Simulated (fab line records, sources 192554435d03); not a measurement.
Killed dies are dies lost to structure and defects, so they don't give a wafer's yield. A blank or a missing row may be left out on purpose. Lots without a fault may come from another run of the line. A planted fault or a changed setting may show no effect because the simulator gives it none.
Chamber matching | flow n5_finfet | N5_BEOL_M2_STRIP_19 on rie_diel-03: 4 sister chambers
The step strips in O2. 18 wafers are shown with their chamber, then 9 later ones without.

WAFERS WITH THEIR CHAMBER
wafer  | chamber | showerhead_plenum_p_Torr (Torr) | drypump_motor_current_A (A) | throttle_valve_pct (%)
L074.2 | 0       | 2.08                            | 5.49                        | 16.88
L074.3 | 3       | 2.10                            | 5.87                        | 16.70
L074.4 | 2       | 2.00                            | 6.09                        | 16.50
L076.2 | 1       | 2.00                            | 5.92                        | 16.98
L076.4 | 3       | 2.10                            | 5.85                        | 16.70
L076.6 | 0       | 2.08                            | 5.47                        | 16.89
L079.1 | 1       | 2.00                            | 5.96                        | 16.97
L079.4 | 2       | 2.00                            | 6.09                        | 16.53
L079.6 | 2       | 2.00                            | 6.05                        | 16.50
L085.2 | 2       | 2.00                            | 6.08                        | 16.52
L085.4 | 3       | 2.10                            | 5.88                        | 16.72
L085.5 | 2       | 2.00                            | 6.07                        | 16.54
L087.3 | 1       | 2.00                            | 5.90                        | 16.99
L087.4 | 0       | 2.07                            | 5.45                        | 16.92
L087.6 | 2       | 2.00                            | 6.07                        | 16.54
L090.1 | 1       | 2.00                            | 5.91                        | 17.02
L090.2 | 0       | 2.07                            | 5.48                        | 16.92
L090.4 | 2       | 1.99                            | 6.06                        | 16.55

SIGNATURES (means of the wafers above)
reading                  | chamber 0 | chamber 1 | chamber 2 | chamber 3 | scatter within a chamber
showerhead_plenum_p_Torr | 2.0750    | 2.0000    | 1.9986    | 2.1000    | 0.00364
drypump_motor_current_A  | 5.4725    | 5.9225    | 6.0729    | 5.8667    | 0.0184
throttle_valve_pct       | 16.9025   | 16.9900   | 16.5257   | 16.7067   | 0.0195
Rule: a wafer's distance from a chamber is the root of the sum, over the readings, of the square of ((its reading less the chamber's mean) divided by the reading's scatter). The wafer belongs to the nearest chamber; if the next one is less than 2 further off, it can't be placed. The scatter: the root of (the sum of the squares of (reading less its chamber's mean) over the shown wafers, divided by (wafers less chambers)).

WAFERS WITHOUT THEIR CHAMBER
wafer  | showerhead_plenum_p_Torr (Torr) | drypump_motor_current_A (A) | throttle_valve_pct (%)
L094.1 | 1.99                            | 5.94                        | 17.03
L094.2 | 1.99                            | 6.08                        | 16.57
L094.4 | 2.09                            | 5.87                        | 16.77
L095.1 | 1.99                            | 6.09                        | 16.57
L095.3 | 2.09                            | 5.85                        | 16.77
L095.6 | 1.99                            | 5.93                        | 17.04
L096.1 | 1.99                            | 6.06                        | 16.58
L096.3 | 1.99                            | 5.94                        | 17.05
L096.5 | 1.99                            | 5.93                        | 17.04

WHICH CHAMBER EACH WENT THROUGH
wafer  | from the rows above | in truth
L094.1 | 1                   | 1
L094.2 | 2                   | 2
L094.4 | 3                   | 3
L095.1 | 2                   | 2
L095.3 | 3                   | 3
L095.6 | 1                   | 1
L096.1 | 2                   | 2
L096.3 | 1                   | 1
L096.5 | 1                   | 1
Placed correctly: 9 of 9. Can't be placed from these rows: 0. Placed wrongly: 0.
